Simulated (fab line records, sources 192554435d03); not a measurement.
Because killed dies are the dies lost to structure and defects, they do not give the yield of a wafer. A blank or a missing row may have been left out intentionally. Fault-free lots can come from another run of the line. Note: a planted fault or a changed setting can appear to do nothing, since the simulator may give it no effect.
Split-lot experiment :: flow n5 finfet :: 39 wafers read across 7 lots, on a route 1938 steps long

THE SPLIT ITSELF
At N5_MOL_CONTACT_COAG_EXPOSE_05 (exposes mask CA, defocus 0 nm), the setting dose mj was moved away from the recipe's 38.25 on 15 of the 39 wafers read, by -6.9% to +5.7%. The other wafers ran this setting at the recipe's value.

FROM THE SPLIT TO THE READING: what the file shows between them, 14 steps
- N5_MOL_CONTACT_COAG_PEB_06: peb time 60 s
- N5_MOL_CONTACT_COAG_DEVELOP_07: develop time 30 s
- N5_MOL_CONTACT_COAG_CD_MEAS_08: target cd 28 nm
- N5_MOL_CONTACT_COAG_DESCUM_13: chemistry O2, time 7 s
- N5_MOL_CONTACT_COAG_ETCH_59: etches underlayer in N2/H2, target depth 13 nm, time 10.4 s
- N5_MOL_CONTACT_COAG_ETCH_105: etches SiARC in CF4, target depth 15.6 nm, time 26 s
- N5_MOL_CONTACT_COAG_ETCH_106: etches SOC in N2/H2, target depth 80 nm, overetch 16 nm, time 120 s
- N5_MOL_CONTACT_COAG_STRIP_107: strips in N2/H2
- N5_MOL_CONTACT_COAG_STRIP_108: strips in N2/H2
- N5_MOL_CONTACT_COAG_CONTACT_ETCH_14: etches SiO2 in C4F6/O2, target depth 27.5 nm, overetch 8.5 nm, time 20 s
- N5_MOL_CONTACT_COAG_STRIP_109: strips in C4F6/O2
- N5_MOL_CONTACT_COAG_ETCH_15: etches SiNx in CH3F/O2, stops on Si:P, target depth 7 nm
- N5_MOL_CONTACT_COAG_ETCH_110: etches Si in CF4/O2, target depth 2.5 nm, time 8 s
- N5_MOL_CONTACT_COAG_STRIP_98: strips in N2/H2

THE READING
cd nm (nm) at N5_MOL_CONTACT_COAG_CD_MEAS_99, where the cd target is 17.2 nm. A value of 17.20 nm with a standard deviation of 0.3 nm is what fault-free wafers of this fab line usually give.

wafer: L075.1
tool, chamber at the split: euv scanner-02, 0
dose mj as run: 38.25
against the recipe: recipe
cd nm, nm: 17.20
against lot-mates on the recipe: -

wafer: L075.2
tool, chamber at the split: euv scanner-02, 0
dose mj as run: 38.25
against the recipe: recipe
cd nm, nm: 17.27
against lot-mates on the recipe: -

wafer: L075.3
tool, chamber at the split: euv scanner-02, 0
dose mj as run: 38.25
against the recipe: recipe
cd nm, nm: 17.24
against lot-mates on the recipe: -

wafer: L075.4
tool, chamber at the split: euv scanner-02, 0
dose mj as run: 38.25
against the recipe: recipe
cd nm, nm: 17.28
against lot-mates on the recipe: -

wafer: L075.5
tool, chamber at the split: euv scanner-02, 0
dose mj as run: 38.25
against the recipe: recipe
cd nm, nm: 17.05
against lot-mates on the recipe: -

wafer: L075.6
tool, chamber at the split: euv scanner-02, 0
dose mj as run: 38.25
against the recipe: recipe
cd nm, nm: 17.73
against lot-mates on the recipe: -

wafer: L078.4
tool, chamber at the split: euv scanner-02, 0
dose mj as run: 38.25
against the recipe: recipe
cd nm, nm: 17.24
against lot-mates on the recipe: -

wafer: L078.5
tool, chamber at the split: euv scanner-02, 0
dose mj as run: 38.25
against the recipe: recipe
cd nm, nm: 17.71
against lot-mates on the recipe: -

wafer: L078.6
tool, chamber at the split: euv scanner-02, 0
dose mj as run: 38.25
against the recipe: recipe
cd nm, nm: 17.26
against lot-mates on the recipe: -

wafer: L079.1
tool, chamber at the split: euv scanner-02, 0
dose mj as run: 38.25
against the recipe: recipe
cd nm, nm: 16.80
against lot-mates on the recipe: -

wafer: L079.2
tool, chamber at the split: euv scanner-02, 0
dose mj as run: 35.61
against the recipe: -6.9%
cd nm, nm: 15.09
against lot-mates on the recipe: -1.80

wafer: L079.3
tool, chamber at the split: euv scanner-02, 0
dose mj as run: 35.61
against the recipe: -6.9%
cd nm, nm: 15.20
against lot-mates on the recipe: -1.69

wafer: L079.4
tool, chamber at the split: euv scanner-02, 0
dose mj as run: 38.25
against the recipe: recipe
cd nm, nm: 16.94
against lot-mates on the recipe: -

wafer: L079.5
tool, chamber at the split: euv scanner-02, 0
dose mj as run: 35.61
against the recipe: -6.9%
cd nm, nm: 15.38
against lot-mates on the recipe: -1.51

wafer: L079.6
tool, chamber at the split: euv scanner-02, 0
dose mj as run: 38.25
against the recipe: recipe
cd nm, nm: 16.93
against lot-mates on the recipe: -

wafer: L086.1
tool, chamber at the split: euv scanner-01, 0
dose mj as run: 40.42
against the recipe: +5.7%
cd nm, nm: 18.29
against lot-mates on the recipe: +1.46

wafer: L086.2
tool, chamber at the split: euv scanner-01, 0
dose mj as run: 38.25
against the recipe: recipe
cd nm, nm: 17.18
against lot-mates on the recipe: -

wafer: L086.3
tool, chamber at the split: euv scanner-01, 0
dose mj as run: 40.42
against the recipe: +5.7%
cd nm, nm: 18.64
against lot-mates on the recipe: +1.81

wafer: L086.4
tool, chamber at the split: euv scanner-01, 0
dose mj as run: 38.25
against the recipe: recipe
cd nm, nm: 16.80
against lot-mates on the recipe: -

wafer: L086.5
tool, chamber at the split: euv scanner-01, 0
dose mj as run: 40.42
against the recipe: +5.7%
cd nm, nm: 17.88
against lot-mates on the recipe: +1.05

wafer: L086.6
tool, chamber at the split: euv scanner-01, 0
dose mj as run: 38.25
against the recipe: recipe
cd nm, nm: 16.52
against lot-mates on the recipe: -

wafer: L089.1
tool, chamber at the split: euv scanner-01, 0
dose mj as run: 38.25
against the recipe: recipe
cd nm, nm: 17.07
against lot-mates on the recipe: -

wafer: L089.2
tool, chamber at the split: euv scanner-01, 0
dose mj as run: 39.27
against the recipe: +2.7%
cd nm, nm: 17.79
against lot-mates on the recipe: +0.58

wafer: L089.3
tool, chamber at the split: euv scanner-01, 0
dose mj as run: 39.27
against the recipe: +2.7%
cd nm, nm: 18.02
against lot-mates on the recipe: +0.81

wafer: L089.4
tool, chamber at the split: euv scanner-01, 0
dose mj as run: 39.27
against the recipe: +2.7%
cd nm, nm: 18.43
against lot-mates on the recipe: +1.22

wafer: L089.5
tool, chamber at the split: euv scanner-01, 0
dose mj as run: 38.25
against the recipe: recipe
cd nm, nm: 17.21
against lot-mates on the recipe: -

wafer: L089.6
tool, chamber at the split: euv scanner-01, 0
dose mj as run: 38.25
against the recipe: recipe
cd nm, nm: 17.35
against lot-mates on the recipe: -

wafer: L093.1
tool, chamber at the split: euv scanner-01, 0
dose mj as run: 37.14
against the recipe: -2.9%
cd nm, nm: 16.25
against lot-mates on the recipe: -0.73

wafer: L093.2
tool, chamber at the split: euv scanner-01, 0
dose mj as run: 38.25
against the recipe: recipe
cd nm, nm: 16.94
against lot-mates on the recipe: -

wafer: L093.3
tool, chamber at the split: euv scanner-01, 0
dose mj as run: 38.25
against the recipe: recipe
cd nm, nm: 17.03
against lot-mates on the recipe: -

wafer: L093.4
tool, chamber at the split: euv scanner-01, 0
dose mj as run: 37.14
against the recipe: -2.9%
cd nm, nm: 16.60
against lot-mates on the recipe: -0.38

wafer: L093.5
tool, chamber at the split: euv scanner-01, 0
dose mj as run: 37.14
against the recipe: -2.9%
cd nm, nm: 16.56
against lot-mates on the recipe: -0.42

wafer: L093.6
tool, chamber at the split: euv scanner-01, 0
dose mj as run: 38.25
against the recipe: recipe
cd nm, nm: 16.96
against lot-mates on the recipe: -

wafer: L096.1
tool, chamber at the split: euv scanner-02, 0
dose mj as run: 39.93
against the recipe: +4.4%
cd nm, nm: 18.38
against lot-mates on the recipe: +1.03

wafer: L096.2
tool, chamber at the split: euv scanner-02, 0
dose mj as run: 38.25
against the recipe: recipe
cd nm, nm: 17.35
against lot-mates on the recipe: -

wafer: L096.3
tool, chamber at the split: euv scanner-02, 0
dose mj as run: 38.25
against the recipe: recipe
cd nm, nm: 17.51
against lot-mates on the recipe: -

wafer: L096.4
tool, chamber at the split: euv scanner-02, 0
dose mj as run: 38.25
against the recipe: recipe
cd nm, nm: 17.18
against lot-mates on the recipe: -

wafer: L096.5
tool, chamber at the split: euv scanner-02, 0
dose mj as run: 39.93
against the recipe: +4.4%
cd nm, nm: 18.29
against lot-mates on the recipe: +0.94

wafer: L096.6
tool, chamber at the split: euv scanner-02, 0
dose mj as run: 39.93
against the recipe: +4.4%
cd nm, nm: 18.53
against lot-mates on the recipe: +1.18

FIT RESULTS
A straight line over all 39 wafers: cd nm changes by +0.258 nm for each +1% of dose mj; r = +0.94; the points scatter about the line by 0.29 nm.
The same after taking each lot's own level away (the mean of its wafers on the recipe; 39 wafers): +0.244 nm for each +1%; r = +0.96; scatter 0.21 nm.
That fit puts the effect of the largest move of dose mj on the reading at 1.7 nm.
Measured against the standard deviation above, the lots' own levels, which go from 16.833 to 17.403 nm, span 1.9 times it.
The two slopes are in agreement: the lot-to-lot level therefore moves the slope only a little.
Check: with one of the wafers moved furthest among these (-6.9%) left out of the fit, the line predicts -1.61 nm for it against its lot-mates. Against them it came out at -1.8 nm.

THE WHOLE CHAIN: every reading that the file lists as answering this split, in the file's order
step: N5_MOL_CONTACT_COAG_CD_MEAS_08
what it does: target cd 28 nm
reading: cd nm
change (the file's fit): +0.231 nm for each +1% of the setting
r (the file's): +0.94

step: N5_MOL_CONTACT_COAG_ETCH_59
what it does: etches underlayer in N2/H2, target depth 13 nm, time 10.4 s
reading: MOL_CONTACT_COAG.cd offset nm (the simulator's own value, which no gauge read)
change (the file's fit): +0.228 nm for each +1% of the setting
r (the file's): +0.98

step: N5_MOL_CONTACT_COAG_ETCH_105
what it does: etches SiARC in CF4, target depth 15.6 nm, time 26 s
reading: MOL_CONTACT_COAG.cd offset nm (the simulator's own value, which no gauge read)
change (the file's fit): +0.22 nm for each +1% of the setting
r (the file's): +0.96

step: N5_MOL_CONTACT_COAG_CONTACT_ETCH_14
what it does: etches SiO2 in C4F6/O2, target depth 27.5 nm, overetch 8.5 nm, time 20 s
reading: MOL_CONTACT_COAG.cd offset nm (the simulator's own value, which no gauge read)
change (the file's fit): +0.208 nm for each +1% of the setting
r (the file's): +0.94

step: N5_MOL_CONTACT_COAG_CD_MEAS_99
what it does: target cd 17.2 nm
reading: cd nm
change (the file's fit): +0.245 nm for each +1% of the setting
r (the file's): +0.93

FILE'S OWN FIT
cd nm changes by +0.245 nm for each +1% of dose mj, r = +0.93.
